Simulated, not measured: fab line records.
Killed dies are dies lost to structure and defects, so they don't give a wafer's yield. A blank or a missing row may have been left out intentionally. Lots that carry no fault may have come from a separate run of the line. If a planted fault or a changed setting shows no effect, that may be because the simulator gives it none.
fab line records | flow n5_finfet
[record] lots = 13 wafers = 34 last_day = 17
route steps=1938 shown BEOL_M1@794 BEOL_M4@1099 BEOL_M5@1114
lots with no fault: from the same line, run without faults
start_h: start of the lot's first displayed wafer, in hours after the record's first day | wait_h: how many hours have passed since the lot's step before this one | " as in the row above | L1.1+2: one row covering several wafers at once | - value missing, or start not given | * or withheld: withheld | < > ~ a bound
route shown NAME@n: NAME is a module with steps in the file, n the number in the route of the first one | usual: mean and standard deviation over wafers with no fault | same: alike in all rows | chamber/n: place in a boat | sites: per-site readings | _std_site: standard deviation across them | _edge_site: inner sites' mean taken away from outer sites' mean | radius_mm: for every site, how far away it sits from the centre of the wafer | mask NAME#n: copy n | behind: the tool/chamber that last shaped the wafer | hold: cause of the lot's hold/its duration in hours/its outcome | device: the n, p or np transistor that did not switch | end of line: the tests these same wafers got at the end of their route | a step without rows: its recipe alone | killed: not the wafer's yield, but the dies lost to structure and defects at the first sort | map: dies across one wafer; x = killed, . = not, _ = none there
set.NAME: the setting as run; set.NAME@STEP: as run at that earlier step | model.NAME: the simulator's own value behind a step, which no gauge read
route steps across a sampled set of lots; one table per step, one row per wafer
services: from which hour (start_h, from the record's first day; less than 0 if before it) a tool's chamber was out of use, for how many hours, and why
[[steps]]
[step N5_BEOL_M1_ETCH_70]
[recipe] chemistry = N2/H2 target = SOC target_depth_a = 800 overetch_a = 160 mask_material = SiARC temp_c = 40 time_s = 120 ion_energy_ev = 200 pressure_mtorr = 30 source_w = 840 bias_w = 150 n2_flow_sccm = 200 h2_flow_sccm = 200
[usual] drypump_motor_current_A = 5.6/0.49 h2_flow_sccm = 199.9/0.64 oes_product_au = 0.60/0.058 rf_vpp_V = 523.4/2.5 showerhead_plenum_p_Torr = 2.53/0.086 throttle_valve_pct = 17.83/0.25
// columns lot.wafer tool chamber start_h wait_h drypump_motor_current_A h2_flow_sccm oes_product_au rf_hours_counter_h rf_vpp_V showerhead_plenum_p_Torr throttle_valve_pct
L935.3 rie_diel-03 3 126.90 0.0 5.4 199.5 0.54 216 525.3 2.62 17.86
L935.5 " 1 " " 6.1 199.9 0.71 - 521.8 2.52 17.81
L935.6 " 2 " " 5.1 200.2 0.59 - 521.0 2.42 17.50
L936.2 rie_diel-01 3 131.88 0.0 5.4 199.9 0.55 192 521.0 2.44 17.88
L936.6 " 1 " " 5.8 199.6 0.67 - 525.4 2.59 17.68
L938.1 rie_diel-03 1 150.44 0.0 6.1 199.9 0.69 31 523.1 2.51 17.82
L938.3 " 2 " " 5.1 202.1 0.59 149 520.6 2.42 17.52
L938.6 " 3 " " 5.4 199.1 0.54 - 525.0 2.62 17.88
L940.1 rie_diel-05 0 155.87 0.0 5.7 199.2 0.59 112 518.6 2.35 17.72
L940.4 " 2 " " 6.8 198.8 0.63 96 527.2 2.68 17.42
L940.5 " 3 " " 5.8 200.0 0.55 - 526.1 2.61 17.39
L941.4 rie_diel-03 3 171.38 0.0 5.4 199.6 0.54 228 525.1 2.62 17.89
L941.6 " 1 " " 6.1 200.4 0.69 - 522.2 2.51 17.85
L943.4 rie_diel-01 2 174.13 0.0 5.0 200.3 0.53 232 522.8 2.51 18.39
L943.5 " 0 " " 4.9 200.1 0.67 - 525.5 2.60 18.00
L943.6 " 1 " " 5.8 199.0 0.66 - 524.5 2.58 17.70
L942.2 rie_diel-03 1 175.61 0.0 6.1 199.6 0.68 39 522.8 2.51 17.83
L942.4 " 3 " " 5.4 200.3 0.54 228 525.5 2.61 17.92
L944.3 rie_diel-03 0 178.38 0.0 5.9 199.9 0.57 162 523.5 2.55 18.05
L944.4 " 3 " " 5.4 200.4 0.55 229 525.9 2.61 17.90
L944.5 " 1 " " 6.1 199.7 0.68 - 523.1 2.51 17.83
L945.2 rie_diel-05 2 187.97 0.0 6.8 201.1 0.61 104 525.9 2.67 17.45
L945.3 " 1 " " 6.1 200.2 0.64 61 526.7 2.70 17.58
L945.6 " 1 " " 6.0 200.6 0.65 - 528.0 2.70 17.60
L946.1 rie_diel-01 0 195.84 0.0 4.9 199.7 0.66 63 525.0 2.59 18.02
L946.2 " 2 " " 5.0 198.9 0.53 237 523.4 2.51 18.39
L946.4 " 3 " " 5.3 198.8 0.54 212 521.5 2.43 17.91
L947.3 rie_diel-03 0 199.59 0.0 5.9 198.5 0.57 167 522.5 2.55 18.05
L947.5 " 2 " " 5.1 200.4 0.58 - 521.8 2.42 17.56
L951.1 rie_diel-01 2 221.62 0.0 5.0 199.0 0.51 246 523.5 2.50 18.40
L951.3 " 1 " " 5.8 200.5 0.64 54 525.2 2.58 17.73
L957.2 rie_diel-03 2 266.69 0.0 5.1 200.8 0.57 186 520.8 2.41 17.62
L957.3 " 0 " " 5.9 200.5 0.55 189 522.9 2.54 18.09
L957.6 " 1 " " 6.1 199.7 0.65 - 523.0 2.50 17.92
[step N5_BEOL_M4_ANNEAL_95]
[recipe] temp_c = 400 time_s = 240 ambient = vacuum
[usual] heater_power_w = 821/58
// columns lot.wafer tool chamber start_h wait_h heater_power_w
L935.3 pvd_sputter-01 - 158.41 0.0 813
L935.5 " - " " 830
L935.6 " - " " 906
L936.2 pvd_sputter-01 - 161.86 0.0 909
L936.6 " - " " 812
L938.1 pvd_sputter-03 - 183.58 0.0 842
L938.3 " - " " 898
L938.6 " - " " 843
L940.1 pvd_sputter-01 - 191.57 0.0 743
L940.4 " - " " 917
L940.5 " - " " 794
L941.4 pvd_sputter-02 - 203.44 0.0 739
L941.6 " - " " 862
L943.4 pvd_sputter-03 - 204.91 0.0 894
L943.5 " - " " 829
L943.6 " - " " 907
L942.2 pvd_sputter-03 - 207.85 0.0 848
L942.4 " - " " 913
L944.3 pvd_sputter-02 - 208.48 0.0 766
L944.4 " - " " 888
L944.5 " - " " 772
L945.2 pvd_sputter-01 - 221.01 0.0 720
L945.3 " - " " 795
L945.6 " - " " 709
L946.1 pvd_sputter-01 - 228.03 0.0 856
L946.2 " - " " 898
L946.4 " - " " 800
L947.3 pvd_sputter-03 - 235.07 0.0 852
L947.5 " - " " 912
L951.1 pvd_sputter-02 - 252.56 0.0 764
L951.3 " - " " 790
L957.2 pvd_sputter-02 - 296.61 0.0 786
L957.3 " - " " 753
L957.6 " - " " 777
[step N5_BEOL_M4_DEP_57]
[recipe] material = SiCN target_thk_a = 80 temp_c = withheld precursor = 3MS/NH3 pressure_torr = 3 rf_w = 202 time_s = 14
[usual] showerhead_plenum_p_Torr = 3.659/0.0096 showerhead_vpp_V = 879/40 throttle_valve_pct = 9.2/0.54
// columns lot.wafer tool chamber start_h wait_h showerhead_plenum_p_Torr showerhead_vpp_V throttle_valve_pct
L935.3 pecvd-01 1 159.56 0.0 3.650 866 10.2
L935.5 " 1 " " 3.658 857 10.0
L935.6 " 2 " " 3.665 881 8.5
L936.2 pecvd-01 2 162.98 0.0 3.668 872 8.4
L936.6 " 0 " " 3.668 825 8.7
L938.1 pecvd-03 1 184.91 0.0 3.658 886 9.2
L938.3 " 0 " " 3.646 866 9.3
L938.6 " 1 " " 3.657 860 9.6
L940.1 pecvd-03 0 192.75 0.0 3.656 878 9.4
L940.4 " 2 " " 3.651 938 9.0
L940.5 " 1 " " 3.667 867 9.6
L941.4 pecvd-02 1 204.60 0.0 3.680 852 9.4
L941.6 " 0 " " 3.636 932 9.5
L943.4 pecvd-02 1 206.07 0.0 3.670 863 9.4
L943.5 " 0 " " 3.640 936 9.3
L943.6 " 1 " " 3.680 870 9.5
L942.2 pecvd-03 2 209.49 0.0 3.652 941 8.7
L942.4 " 2 " " 3.644 930 9.1
L944.3 pecvd-02 1 210.77 0.0 3.671 874 9.7
L944.4 " 0 " " 3.656 950 9.1
L944.5 " 1 " " 3.678 867 9.5
L945.2 pecvd-01 2 222.14 0.0 3.668 869 8.4
L945.3 " 1 " " 3.652 863 10.2
L945.6 " 0 " " 3.661 825 9.1
L946.1 pecvd-01 2 229.17 0.0 3.663 877 8.3
L946.2 " 0 " " 3.667 821 9.2
L946.4 " 1 " " 3.661 831 10.1
L947.3 pecvd-01 1 236.19 0.0 3.652 857 10.4
L947.5 " 1 " " 3.656 862 10.0
L951.1 pecvd-03 1 253.69 0.0 3.654 872 9.3
L951.3 " 2 " " 3.655 931 8.8
L957.2 pecvd-03 1 297.73 0.0 3.670 880 9.4
L957.3 " 0 " " 3.666 893 9.3
L957.6 " 1 " " 3.645 858 9.4
[step N5_BEOL_M4_RC_MEAS_101]
[usual] CHAIN_V0_max_site = 240/11 DIBL_N = 36.3/1.6 DIBL_P = 36.2/2.1 IOFF_N = 0.16/0.031 IOFF_P = 0.21/0.034 ION_N = 673/11 ION_P = 461/7.4 SS_N = 71.6/0.55 SS_P = 73.3/0.66 VT_N = 251/3.2 VT_P = -251/3.5
// columns lot.wafer tool chamber start_h wait_h CHAIN_V0_max_site[ohm/link] DIBL_N[mV/V] DIBL_P[mV/V] IOFF_N[nA/um] IOFF_P[nA/um] ION_N[uA/um] ION_P[uA/um] SS_N[mV/dec] SS_P[mV/dec] VT_N[mV] VT_P[mV]
L935.3 prober-02 0 159.98 0.3 260 36.3 36.0 0.14 0.21 683 471 71.0 73.8 254 -254
L935.5 " 0 " " 252 36.8 36.5 0.14 0.21 665 462 71.5 73.4 253 -253
L935.6 " 0 " " 255 38.4 37.9 0.17 0.25 676 464 71.2 74.0 250 -251
L936.2 prober-02 0 163.25 0.2 258 33.4 33.4 0.12 0.15 664 452 70.8 72.9 258 -254
L936.6 " 0 " " 246 35.0 36.1 0.15 0.20 661 453 71.6 73.3 249 -251
L938.1 prober-02 0 185.05 0.0 251 36.0 35.8 0.14 0.22 661 460 72.0 73.4 255 -250
L938.3 " 0 " " 227 38.8 39.2 0.20 0.28 679 467 71.9 74.3 249 -244
L938.6 " 0 " " 249 38.9 39.4 0.19 0.28 675 473 72.2 74.7 248 -244
L940.1 prober-01 0 192.87 0.0 240 39.4 39.1 0.25 0.27 681 460 72.0 74.2 244 -247
L940.4 " 0 " " 239 39.9 40.1 0.24 0.28 683 461 72.9 74.2 245 -247
L940.5 " 0 " " 259 40.0 39.6 0.26 0.28 683 464 72.5 73.5 246 -248
L941.4 prober-01 0 205.19 0.5 238 34.9 34.1 0.12 0.17 655 452 70.8 72.7 253 -255
L941.6 " 0 " " 259 36.1 35.5 0.14 0.18 669 454 71.9 72.6 255 -254
L943.4 prober-02 0 206.67 0.5 260 34.8 35.7 0.14 0.18 652 452 70.9 72.8 247 -252
L943.5 " 0 " " 249 36.3 37.0 0.16 0.19 679 461 71.2 73.4 250 -254
L943.6 " 0 " " 232 37.1 38.3 0.18 0.22 665 455 71.7 74.2 246 -250
L942.2 prober-01 0 209.78 0.2 226 34.9 32.9 0.12 0.18 653 457 71.0 73.2 255 -252
L942.4 " 0 " " 239 35.7 33.0 0.14 0.19 677 462 70.8 72.8 251 -253
L944.3 prober-01 0 211.20 0.3 250 34.6 34.2 0.14 0.17 675 458 71.9 73.1 252 -255
L944.4 " 0 " " 238 36.0 36.7 0.18 0.20 683 469 71.6 73.8 249 -251
L944.5 " 0 " " 243 35.9 36.5 0.17 0.20 694 469 72.3 74.3 249 -252
L945.2 prober-01 0 222.41 0.2 259 35.0 33.8 0.13 0.17 672 456 70.8 72.5 256 -254
L945.3 " 0 " " 245 37.7 36.7 0.19 0.21 676 456 72.4 73.1 249 -251
L945.6 " 0 " " 247 36.8 34.5 0.15 0.18 661 453 71.7 72.5 253 -254
L946.1 prober-02 0 229.28 0.0 209 34.2 36.2 0.13 0.19 672 466 70.9 72.7 253 -252
L946.2 " 0 " " 219 36.8 39.3 0.18 0.24 669 461 72.6 73.5 246 -248
L946.4 " 0 " " 231 36.3 38.6 0.17 0.24 689 475 71.2 74.0 247 -247
L947.3 prober-01 0 236.62 0.3 240 38.2 37.3 0.17 0.19 673 450 72.4 73.8 249 -257
L947.5 " 0 " " 232 35.9 35.5 0.14 0.17 669 451 70.9 72.5 252 -256
L951.1 prober-02 0 253.81 0.0 ~588 36.2 33.6 0.13 0.19 663 451 71.1 72.5 253 -255
L951.3 " 0 " " 250 38.6 36.5 0.18 0.23 679 464 71.7 73.8 252 -248
L957.2 prober-01 0 298.01 0.2 243 37.9 38.5 0.19 0.23 687 466 71.7 74.6 248 -249
L957.3 " 0 " " 251 39.1 41.1 0.23 0.28 697 472 73.3 74.0 245 -248
L957.6 " 0 " " 248 39.1 41.7 0.25 0.29 708 478 72.5 74.3 243 -248
[step N5_BEOL_M5_THK_MEAS_01]
[recipe] reads = SiCOH_lowk_of_BEOL_M5_ILD_DEP_00
[usual] M5_ILD_THK = 121.6/1.7
// columns lot.wafer tool chamber start_h wait_h M5_ILD_THK[nm]
L935.3 film_metro-02 - 161.23 0.3 122.9
L935.5 " - " " 124.2
L935.6 " - " " 121.5
L936.2 film_metro-02 - 164.65 0.4 117.8
L936.6 " - " " 123.4
L938.1 film_metro-01 - 186.58 0.4 120.5
L938.3 " - " " 120.1
L938.6 " - " " 122.3
L940.1 film_metro-01 - 194.88 0.8 121.7
L940.4 " - " " 121.9
L940.5 " - " " 124.6
L941.4 film_metro-02 - 206.27 0.2 121.6
L941.6 " - " " 122.3
L943.4 film_metro-02 - 208.24 0.4 123.5
L943.5 " - " " 123.7
L943.6 " - " " 122.4
L942.2 film_metro-01 - 211.17 0.4 121.4
L942.4 " - " " 125.3
L944.3 film_metro-01 - 212.73 0.3 121.0
L944.4 " - " " 123.7
L944.5 " - " " 123.9
L945.2 film_metro-02 - 223.79 0.4 121.9
L945.3 " - " " 120.7
L945.6 " - " " 124.1
L946.1 film_metro-02 - 234.18 3.2 122.5
L946.2 " - " " 118.3
L946.4 " - " " 120.7
L947.3 film_metro-02 - 237.87 0.3 121.9
L947.5 " - " " 123.8
L951.1 film_metro-01 - 255.85 0.8 117.3
L951.3 " - " " 119.4
L957.2 film_metro-01 - 299.39 0.4 119.8
L957.3 " - " " 119.1
L957.6 " - " " 120.6
[[services]]
// columns tool chamber start_h hours kind
rie_diel-01 - 105.87 0.6 repair
pvd_sputter-03 - 116.95 1.2 repair
rie_diel-01 1 140.00 12.9 repair
pecvd-03 0 146.19 21.5 repair
pecvd-01 0 155.28 4.9 repair
rie_diel-05 - 159.79 0.5 repair
pecvd-03 - 171.75 3.1 repair
pecvd-02 0 180.51 9.0 repair
rie_diel-03 0 181.89 7.9 repair
pecvd-02 - 191.19 0.5 repair
pecvd-01 - 191.75 2.8 pm
pecvd-03 1 206.10 6.1 repair
rie_diel-01 3 211.88 14.8 repair
rie_diel-03 3 232.01 2.0 repair
rie_diel-03 3 245.09 - clean
rie_diel-03 3 245.09 - consumable_replace:focus_ring
rie_diel-03 3 245.09 17.9 scheduled_down
pecvd-02 - 250.62 2.8 pm
rie_diel-03 3 266.40 4.3 repair
pecvd-03 - 271.33 1.2 repair
pvd_sputter-02 - 284.61 5.1 repair
rie_diel-05 3 288.80 4.2 repair
rie_diel-03 0 289.36 5.6 repair
pecvd-02 - 290.31 6.1 repair
[[key]]
[first_sign] step = N5_BEOL_M4_RC_MEAS_101 reading = CHAIN_V0_max_site direction = up sigmas = 31 usual = 240 struck = ~588
effect none on later readings
met_at N5_BEOL_M1_ETCH_70
struck_lots L951
struck_wafers L951.1
sort_left_out L951.1
not_acting_at N5_BEOL_M4_ANNEAL_95,N5_BEOL_M4_DEP_57,N5_BEOL_M5_THK_MEAS_01
onset_between 195.84 221.62
[fault] kind = process_parameter_drift tool = rie_diel-01 chamber = - onset_h = 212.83 steps = N5_BEOL_M1_ETCH_70 channel = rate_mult offset = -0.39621 shape = step end_h = 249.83 scope = struck_wafers_only
// sort_left_out: the simulated sort isn't trusted on such a fault, so these wafers' sort isn't shown, and their yield isn't known
